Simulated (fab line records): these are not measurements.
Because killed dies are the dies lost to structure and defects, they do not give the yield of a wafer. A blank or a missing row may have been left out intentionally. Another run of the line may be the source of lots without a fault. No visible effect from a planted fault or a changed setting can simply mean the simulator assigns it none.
The tool behind it: which one? | flow n5Finfet | 23 lots, 69 wafers sampled, at 6 steps of a route of 1938

WHAT THE GAUGES SHOWED, per wafer
No reading from a measuring or inspecting step in the record can be judged against a usual standard deviation.

EACH LOT AND THE TOOL THAT RAN IT (in order: tool; ch and the chambers of the sampled wafers; start)
lot  | N5_BEOL_M0_SAQP_MANDREL1_REMOVE_100 | N5_BEOL_M0_SAQP_STRIP_108         | N5_BEOL_M0_SAQP_STRIP_75          | N5_BEOL_M0_PRE_CLEAN_113    | N5_BEOL_M0_ALD_136                 | N5_BEOL_M0_SPUTTER_132
L074 | rieSi-04 ch 2,3, day 5 16:35        | rieDiel-06 ch 0,2,3, day 5 17:29  | rieDiel-04 ch 0,1,3, day 5 20:35  | pvdSputter-01, day 6 03:25  | aldMetal-03 ch 0,2,3, day 6 03:43  | pvdSputter-02, day 6 04:33
L075 | rieSi-04 ch 0,1,3, day 5 19:36      | rieDiel-01 ch 0,1,2, day 5 21:04  | rieDiel-01 ch 0,1, day 6 00:24    | pvdSputter-01, day 6 03:18  | aldMetal-04 ch 0,1,3, day 6 03:35  | pvdSputter-01, day 6 04:36
L077 | rieSi-04 ch 1,2, day 6 10:29        | rieDiel-04 ch 1,2, day 6 11:25    | rieDiel-04 ch 1,3, day 6 13:48    | pvdSputter-03, day 6 18:05  | aldMetal-03 ch 0,1, day 6 18:09    | pvdSputter-01, day 6 19:49
L078 | rieSi-03 ch 0,1,3, day 6 15:25      | rieDiel-06 ch 1,3, day 6 16:35    | rieDiel-04 ch 1,2,3, day 6 19:07  | pvdSputter-01, day 6 21:07  | aldMetal-04 ch 1,2,3, day 6 21:11  | pvdSputter-01, day 6 23:31
L079 | rieSi-03 ch 2,3, day 6 19:04        | rieDiel-06 ch 0,1,3, day 6 20:11  | rieDiel-01 ch 0,1,2, day 6 22:37  | pvdSputter-03, day 7 00:41  | aldMetal-04 ch 1,2,3, day 7 00:55  | pvdSputter-01, day 7 02:57
L080 | rieSi-05 ch 0,1, day 6 23:15        | rieDiel-06 ch 0,1,3, day 7 00:15  | rieDiel-04 ch 0,1, day 7 03:25    | pvdSputter-01, day 7 10:48  | aldMetal-03 ch 0,1, day 7 10:52    | pvdSputter-01, day 7 11:34
L081 | rieSi-03 ch 1,2, day 7 05:09        | rieDiel-01 ch 0,2,3, day 7 06:04  | rieDiel-06 ch 0,1, day 7 09:51    | pvdSputter-01, day 7 16:58  | aldMetal-01 ch 1,2,3, day 7 17:05  | pvdSputter-02, day 7 19:13
L082 | rieSi-05 ch 1,2,3, day 7 14:37      | rieDiel-04 ch 0,3, day 7 15:32    | rieDiel-04 ch 1,2, day 7 18:00    | pvdSputter-01, day 7 20:02  | aldMetal-04 ch 1,2,3, day 7 20:05  | pvdSputter-03, day 7 21:36
L083 | rieSi-05 ch 0,1,3, day 7 22:24      | rieDiel-06 ch 0,1,2, day 7 23:19  | rieDiel-01 ch 0,2,3, day 8 03:38  | pvdSputter-02, day 8 09:13  | aldMetal-03 ch 1,2,3, day 8 09:17  | pvdSputter-02, day 8 11:16
L084 | rieSi-03 ch 2,3, day 8 10:04        | rieDiel-06 ch 0,1,3, day 8 10:59  | rieDiel-01 ch 0,1, day 8 16:14    | pvdSputter-01, day 8 21:24  | aldMetal-03 ch 0,3, day 8 21:32    | pvdSputter-01, day 8 22:23
L085 | rieSi-05 ch 1,2, day 8 10:37        | rieDiel-06 ch 0,2, day 8 11:35    | rieDiel-04 ch 0,1,2, day 8 16:38  | pvdSputter-01, day 8 21:29  | aldMetal-04 ch 0,1,3, day 8 21:34  | pvdSputter-03, day 8 22:35
L087 | rieSi-05 ch 0,1,3, day 9 05:56      | rieDiel-04 ch 0,2,3, day 9 06:51  | rieDiel-06 ch 0,1,2, day 9 09:16  | pvdSputter-02, day 9 12:13  | aldMetal-03 ch 0,1,3, day 9 12:18  | pvdSputter-01, day 9 13:04
L088 | rieSi-03 ch 0,3, day 9 09:42        | rieDiel-06 ch 0,1,3, day 9 10:37  | rieDiel-01 ch 1,2, day 9 13:20    | pvdSputter-01, day 9 17:22  | aldMetal-04 ch 0,2, day 9 17:26    | pvdSputter-03, day 9 19:52
L086 | rieSi-05 ch 2,3, day 9 10:43        | rieDiel-04 ch 0,2,3, day 9 11:48  | rieDiel-01 ch 1,3, day 9 14:35    | pvdSputter-01, day 9 21:07  | aldMetal-01 ch 0,2,3, day 9 21:12  | pvdSputter-03, day 9 23:14
L089 | rieSi-05 ch 0,3, day 9 15:07        | rieDiel-01 ch 0,1,3, day 9 16:02  | rieDiel-01 ch 1,2,3, day 9 18:41  | pvdSputter-01, day 9 20:53  | aldMetal-04 ch 0,1, day 9 20:58    | pvdSputter-02, day 9 21:38
L090 | rieSi-03 ch 1,3, day 9 17:20        | rieDiel-06 ch 0,1,3, day 9 18:23  | rieDiel-04 ch 0,1,2, day 9 21:19  | pvdSputter-01, day 10 00:16 | aldMetal-04 ch 1,2,3, day 10 00:19 | pvdSputter-02, day 10 01:11
L091 | rieSi-05 ch 0,1,3, day 9 22:16      | rieDiel-01 ch 1,2,3, day 9 23:13  | rieDiel-01 ch 0,1,3, day 10 01:53 | pvdSputter-02, day 10 04:48 | aldMetal-04 ch 0,2,3, day 10 04:52 | pvdSputter-02, day 10 05:36
L092 | rieSi-05 ch 0,1,3, day 10 05:55     | rieDiel-01 ch 1,2, day 10 06:56   | rieDiel-01 ch 2,3, day 10 09:49   | pvdSputter-01, day 10 15:33 | aldMetal-04 ch 1,2,3, day 10 15:37 | pvdSputter-01, day 10 16:29
L093 | rieSi-03 ch 0,1,2, day 10 09:35     | rieDiel-06 ch 1,3, day 10 10:49   | rieDiel-04 ch 0,2,3, day 10 13:25 | pvdSputter-03, day 10 18:07 | aldMetal-03 ch 0,1,3, day 10 18:11 | pvdSputter-01, day 10 20:46
L094 | rieSi-04 ch 1,2, day 10 18:41       | rieDiel-04 ch 0,3, day 10 19:39   | rieDiel-06 ch 1,2,3, day 10 22:30 | pvdSputter-02, day 11 04:13 | aldMetal-04 ch 1,3, day 11 04:16   | pvdSputter-03, day 11 05:08
L095 | rieSi-05 ch 0,2, day 10 19:59       | rieDiel-06 ch 0,2, day 10 21:00   | rieDiel-04 ch 0,2,3, day 10 23:48 | pvdSputter-02, day 11 03:35 | aldMetal-03 ch 0,2,3, day 11 03:39 | pvdSputter-01, day 11 04:29
L096 | rieSi-04 ch 1,2,3, day 11 00:17     | rieDiel-06 ch 0,3, day 11 01:13   | rieDiel-06 ch 0,2,3, day 11 04:07 | pvdSputter-03, day 11 14:09 | aldMetal-04 ch 1,2, day 11 14:15   | pvdSputter-01, day 11 15:12
L097 | rieSi-04 ch 1,2,3, day 11 14:13     | rieDiel-06 ch 0,1,2, day 11 15:08 | rieDiel-06 ch 0,2,3, day 11 17:34 | pvdSputter-03, day 12 01:07 | aldMetal-01 ch 0,1,3, day 12 01:10 | pvdSputter-03, day 12 01:49
- N5_BEOL_M0_SAQP_MANDREL1_REMOVE_100: chemistry HBr/Cl2/O2, target a-Si, stops on SiNx, bt time 10 s.
- N5_BEOL_M0_SAQP_STRIP_108: strips in N2/H2.
- N5_BEOL_M0_SAQP_STRIP_75: strips in CF4.
- N5_BEOL_M0_PRE_CLEAN_113: time 30 s.
- N5_BEOL_M0_ALD_136: deposits TaN, pulse time 2 s, purge time 3 s, co reactant purge time 2 s.
- N5_BEOL_M0_SPUTTER_132: material Cu, target thk 4 nm, time 7.37 s.

AS READ BY THE TOOLS THEMSELVES (means over the sampled wafers that have a number; for cases with no such wafer, the mark the record gives instead)
N5_BEOL_M0_SAQP_MANDREL1_REMOVE_100.
lot  | tool     | chamberPressureMTorr (mTorr) | drypumpMotorCurrentA (A) | oesProductAu (a.u.) | throttleValvePct (%)
L074 | rieSi-04 | 9.999                        | 5.6                      | 1.014               | 36.62
L075 | rieSi-04 | 9.997                        | 5.9                      | 0.994               | 36.81
L077 | rieSi-04 | 9.995                        | 5.6                      | 1.017               | 36.65
L078 | rieSi-03 | 9.995                        | 6.0                      | 0.999               | 36.95
L079 | rieSi-03 | 9.998                        | 6.1                      | 1.008               | 37.17
L080 | rieSi-05 | 9.995                        | 6.0                      | 0.990               | 36.75
L081 | rieSi-03 | 10.005                       | 6.1                      | 1.002               | 36.92
L082 | rieSi-05 | 10.007                       | 6.0                      | 1.004               | 36.67
L083 | rieSi-05 | 9.993                        | 5.8                      | 1.008               | 36.77
L084 | rieSi-03 | 10.007                       | 6.1                      | 1.007               | 37.17
L085 | rieSi-05 | 9.998                        | 6.1                      | 0.987               | 36.52
L087 | rieSi-05 | 9.993                        | 5.8                      | 1.008               | 36.78
L088 | rieSi-03 | 9.998                        | 5.9                      | 1.007               | 36.69
L086 | rieSi-05 | 10.003                       | 5.9                      | 1.008               | 36.55
L089 | rieSi-05 | 9.995                        | 5.6                      | 1.009               | 36.74
L090 | rieSi-03 | 10.004                       | 6.0                      | 1.007               | 37.23
L091 | rieSi-05 | 9.998                        | 5.8                      | 1.011               | 36.77
L092 | rieSi-05 | 9.998                        | 5.8                      | 1.007               | 36.77
L093 | rieSi-03 | 10.004                       | 6.0                      | 1.003               | 36.78
L094 | rieSi-04 | 9.996                        | 5.6                      | 1.016               | 36.65
L095 | rieSi-05 | 9.995                        | 5.9                      | 0.982               | 36.49
L096 | rieSi-04 | 9.999                        | 5.8                      | 1.014               | 36.67
L097 | rieSi-04 | 9.996                        | 5.8                      | 1.007               | 36.68

N5_BEOL_M0_SAQP_STRIP_108.
lot  | tool       | chamberPressureMTorr (mTorr) | drypumpMotorCurrentA (A) | h2FlowSccm (sccm) | n2FlowSccm (sccm) | oesProductAu (a.u.) | rfVppV (V) | showerheadPlenumPTorr (Torr) | throttleValvePct (%)
L074 | rieDiel-06 | 49.97                        | 5.8                      | 299.9             | 300.5             | 0.72                | 121.5      | 3.29                         | 18.6
L075 | rieDiel-01 | 50.00                        | 6.1                      | 300.1             | 300.3             | 0.77                | 121.7      | 3.29                         | 19.4
L077 | rieDiel-04 | 49.99                        | 6.2                      | 299.1             | 300.6             | 0.78                | 122.0      | 3.39                         | 19.3
L078 | rieDiel-06 | 49.99                        | 5.9                      | 300.6             | 299.3             | 0.73                | 121.7      | 3.34                         | 18.6
L079 | rieDiel-06 | 49.96                        | 6.0                      | 299.6             | 300.1             | 0.82                | 122.0      | 3.29                         | 18.4
L080 | rieDiel-06 | 49.98                        | 6.0                      | 299.5             | 299.6             | 0.82                | 121.5      | 3.28                         | 18.4
L081 | rieDiel-01 | 49.98                        | 6.2                      | 300.3             | 300.4             | 0.77                | 121.5      | 3.37                         | 19.5
L082 | rieDiel-04 | 50.00                        | 5.4                      | 299.6             | 299.8             | 0.85                | 121.6      | 3.41                         | 18.9
L083 | rieDiel-06 | 50.00                        | 5.6                      | 300.6             | 302.0             | 0.76                | 121.1      | 3.40                         | 18.6
L084 | rieDiel-06 | 50.02                        | 6.0                      | 300.5             | 300.7             | 0.79                | 121.3      | 3.28                         | 18.5
L085 | rieDiel-06 | 50.02                        | 5.5                      | 300.8             | 299.3             | 0.75                | 120.7      | 3.40                         | 18.6
L087 | rieDiel-04 | 50.00                        | 5.6                      | 300.3             | 299.7             | 0.83                | 121.4      | 3.35                         | 18.8
L088 | rieDiel-06 | 50.00                        | 6.0                      | 299.9             | 299.4             | 0.79                | 120.9      | 3.28                         | 18.5
L086 | rieDiel-04 | 49.97                        | 5.6                      | 299.3             | 300.3             | 0.84                | 122.1      | 3.35                         | 18.8
L089 | rieDiel-01 | 49.95                        | 6.2                      | 299.8             | 300.3             | 0.78                | 121.5      | 3.29                         | 19.4
L090 | rieDiel-06 | 49.95                        | 6.0                      | 300.4             | 300.1             | 0.79                | 121.8      | 3.27                         | 18.5
L091 | rieDiel-01 | 49.98                        | 6.2                      | 299.8             | 300.2             | 0.84                | 121.6      | 3.40                         | 19.4
L092 | rieDiel-01 | 49.95                        | 6.1                      | 300.1             | 299.4             | 0.89                | 121.9      | 3.38                         | 19.2
L093 | rieDiel-06 | 49.99                        | 5.9                      | 299.5             | 299.7             | 0.71                | 122.3      | 3.32                         | 18.6
L094 | rieDiel-04 | 49.99                        | 5.4                      | 300.8             | 299.8             | 0.81                | 121.8      | 3.40                         | 18.9
L095 | rieDiel-06 | 50.00                        | 5.7                      | 300.8             | 301.1             | 0.91                | 122.2      | 3.33                         | 18.3
L096 | rieDiel-06 | 50.02                        | 6.2                      | 300.9             | 300.2             | 0.81                | 120.8      | 3.15                         | 18.4
L097 | rieDiel-06 | 50.00                        | 5.6                      | 300.5             | 300.5             | 0.83                | 122.1      | 3.38                         | 18.5

N5_BEOL_M0_SAQP_STRIP_75.
lot  | tool       | chamberPressureMTorr (mTorr) | drypumpMotorCurrentA (A) | oesProductAu (a.u.) | rfVppV (V) | showerheadPlenumPTorr (Torr) | throttleValvePct (%)
L074 | rieDiel-04 | 49.99                        | 5.7                      | 0.186               | 271.1      | 1.82                         | 13.66
L075 | rieDiel-01 | 49.99                        | 6.1                      | 0.188               | 269.9      | 1.72                         | 13.52
L077 | rieDiel-04 | 49.95                        | 5.9                      | 0.179               | 272.5      | 1.85                         | 13.91
L078 | rieDiel-04 | 49.95                        | 5.8                      | 0.194               | 271.5      | 1.82                         | 13.67
L079 | rieDiel-01 | 50.02                        | 6.1                      | 0.178               | 270.0      | 1.75                         | 13.60
L080 | rieDiel-04 | 49.97                        | 6.1                      | 0.166               | 271.3      | 1.83                         | 13.92
L081 | rieDiel-06 | 49.98                        | 5.8                      | 0.178               | 272.2      | 1.82                         | 13.37
L082 | rieDiel-04 | 50.04                        | 6.2                      | 0.180               | 271.8      | 1.82                         | 13.92
L083 | rieDiel-01 | 49.99                        | 6.2                      | 0.174               | 272.0      | 1.79                         | 13.66
L084 | rieDiel-01 | 49.99                        | 6.1                      | 0.182               | 269.2      | 1.71                         | 13.56
L085 | rieDiel-04 | 49.96                        | 6.0                      | 0.177               | 270.4      | 1.80                         | 13.71
L087 | rieDiel-06 | 49.99                        | 5.6                      | 0.175               | 272.0      | 1.82                         | 13.45
L088 | rieDiel-01 | 49.95                        | 6.1                      | 0.192               | 269.5      | 1.77                         | 13.39
L086 | rieDiel-01 | 50.00                        | 6.2                      | 0.181               | 272.5      | 1.81                         | 13.62
L089 | rieDiel-01 | 49.94                        | 6.2                      | 0.192               | 270.8      | 1.81                         | 13.44
L090 | rieDiel-04 | 49.97                        | 6.0                      | 0.198               | 271.3      | 1.80                         | 13.52
L091 | rieDiel-01 | 50.00                        | 6.1                      | 0.177               | 270.6      | 1.75                         | 13.64
L092 | rieDiel-01 | 49.98                        | 6.2                      | 0.187               | 272.5      | 1.85                         | 13.50
L093 | rieDiel-04 | 50.02                        | 5.6                      | 0.191               | 270.9      | 1.79                         | 13.49
L094 | rieDiel-06 | 49.97                        | 5.7                      | 0.188               | 271.2      | 1.78                         | 13.43
L095 | rieDiel-04 | 49.99                        | 5.6                      | 0.188               | 271.0      | 1.79                         | 13.52
L096 | rieDiel-06 | 49.96                        | 5.8                      | 0.199               | 270.5      | 1.75                         | 13.22
L097 | rieDiel-06 | 50.05                        | 5.8                      | 0.198               | 270.7      | 1.75                         | 13.22

N5_BEOL_M0_PRE_CLEAN_113.
lot  | tool          | heaterPowerW (W)
L074 | pvdSputter-01 | 327
L075 | pvdSputter-01 | 326
L077 | pvdSputter-03 | 358
L078 | pvdSputter-01 | 326
L079 | pvdSputter-03 | 362
L080 | pvdSputter-01 | 333
L081 | pvdSputter-01 | 326
L082 | pvdSputter-01 | 324
L083 | pvdSputter-02 | 334
L084 | pvdSputter-01 | 335
L085 | pvdSputter-01 | 339
L087 | pvdSputter-02 | 336
L088 | pvdSputter-01 | 333
L086 | pvdSputter-01 | 332
L089 | pvdSputter-01 | 328
L090 | pvdSputter-01 | 318
L091 | pvdSputter-02 | 341
L092 | pvdSputter-01 | 318
L093 | pvdSputter-03 | 364
L094 | pvdSputter-02 | 346
L095 | pvdSputter-02 | 348
L096 | pvdSputter-03 | 329
L097 | pvdSputter-03 | 369

N5_BEOL_M0_ALD_136.
lot  | tool        | heaterPowerW (W)
L074 | aldMetal-03 | 394
L075 | aldMetal-04 | 420
L077 | aldMetal-03 | 474
L078 | aldMetal-04 | 411
L079 | aldMetal-04 | 412
L080 | aldMetal-03 | 460
L081 | aldMetal-01 | 416
L082 | aldMetal-04 | 409
L083 | aldMetal-03 | 371
L084 | aldMetal-03 | 448
L085 | aldMetal-04 | 410
L087 | aldMetal-03 | 433
L088 | aldMetal-04 | 414
L086 | aldMetal-01 | 422
L089 | aldMetal-04 | 414
L090 | aldMetal-04 | 395
L091 | aldMetal-04 | 421
L092 | aldMetal-04 | 412
L093 | aldMetal-03 | 436
L094 | aldMetal-04 | 402
L095 | aldMetal-03 | 387
L096 | aldMetal-04 | 394
L097 | aldMetal-01 | 430

N5_BEOL_M0_SPUTTER_132.
lot  | tool          | chuckSensorTempC (C) | throttleValvePct (%)
L074 | pvdSputter-02 | -15.6                | 30.0
L075 | pvdSputter-01 | -15.9                | 29.7
L077 | pvdSputter-01 | -16.2                | 28.9
L078 | pvdSputter-01 | -15.9                | 29.8
L079 | pvdSputter-01 | -15.9                | 29.7
L080 | pvdSputter-01 | -16.4                | 29.6
L081 | pvdSputter-02 | -15.4                | 29.1
L082 | pvdSputter-03 | -16.4                | 30.0
L083 | pvdSputter-02 | -15.5                | 29.5
L084 | pvdSputter-01 | -16.1                | 30.4
L085 | pvdSputter-03 | -16.4                | 30.1
L087 | pvdSputter-01 | -16.3                | 29.5
L088 | pvdSputter-03 | -16.1                | 29.8
L086 | pvdSputter-03 | -16.4                | 30.1
L089 | pvdSputter-02 | -15.6                | 29.9
L090 | pvdSputter-02 | -15.5                | 29.5
L091 | pvdSputter-02 | -15.4                | 29.6
L092 | pvdSputter-01 | -16.4                | 29.7
L093 | pvdSputter-01 | -16.0                | 29.8
L094 | pvdSputter-03 | -16.1                | 30.1
L095 | pvdSputter-01 | -16.6                | 28.8
L096 | pvdSputter-01 | -16.3                | 29.4
L097 | pvdSputter-03 | -16.5                | 29.7

THE ANSWER, worked out from the rows above alone
Rule: the lots themselves supply what counts as usual. Put in order of their means at a reading, lots are off if they are a third of the lots or fewer, leave a main group of 4 or more, and stand apart from it by a gap of 3 or more times the standard deviation of the main group's means; of several such gaps the widest counts. Not used: any main group whose means are identical at the precision the tables above print for the reading. A lot without any number at a reading at which 4 lots or more have one is off too. The other lots that the step has rows for count as sound. First the gauges in route order, then the tools' own readings, where a lot's mean is used as printed above. At the first step where some lot is off, the reading lying furthest off is the one used; lots without a number count as furthest.
None of the lots is off at any reading shown; this tells nothing.

WHAT HAD BEEN PUT IN BY THE SIMULATOR
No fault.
